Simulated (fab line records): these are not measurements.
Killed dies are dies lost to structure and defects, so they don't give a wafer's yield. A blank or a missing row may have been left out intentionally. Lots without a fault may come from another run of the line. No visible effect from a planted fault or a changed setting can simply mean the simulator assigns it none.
Matching of chambers    flow n5 finfet    N5_BEOL_M10_CVD_75 on cvd co-02 has 3 sister chambers
The step deposits Co from CCTBA/H2, target thk 2 nm, time 138.9 s. 3 wafers are shown with their chamber, then 9 later ones without.

## WAFERS WITH THEIR CHAMBER
wafer   chamber  chamber pressure Torr (Torr)
L980.1  0        30.06
L980.3  2        29.98
L980.6  1        30.01

## WAFERS MISSING THEIR CHAMBER
wafer   chamber pressure Torr (Torr)
L984.3  29.91
L984.5  29.90
L984.6  29.95
L986.2  29.90
L986.3  29.93
L986.5  30.02
L990.2  29.99
L990.3  30.02
L990.5  30.07

## WHICH CHAMBER EACH WENT THROUGH
wafer   from the rows above           in truth
L984.3  can't be placed: 2 or 1 or 0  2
L984.5  can't be placed: 2 or 1 or 0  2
L984.6  can't be placed: 2 or 1 or 0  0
L986.2  can't be placed: 2 or 1 or 0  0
L986.3  can't be placed: 2 or 1 or 0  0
L986.5  can't be placed: 1 or 0 or 2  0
L990.2  can't be placed: 2 or 1 or 0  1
L990.3  can't be placed: 1 or 0 or 2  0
L990.5  can't be placed: 0 or 1 or 2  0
Placed correctly: 0 of 9. Cannot be placed on the basis of these rows: 9; the candidates contain the true chamber in 9. Wrongly placed: 0.
How it was worked out, from the rows above alone: a wafer's distance from a chamber is the root of the sum, over the readings, of the square of ((its reading less the chamber's mean) divided by the reading's scatter). The wafer belongs to the nearest chamber; if the next one is less than 2 further off, it can't be placed. The mean given for a chamber averages the wafers shown for that chamber. The scatter: with one shown wafer a chamber, the root of the mean of the squares of how far each hidden wafer lies from its nearest shown one.
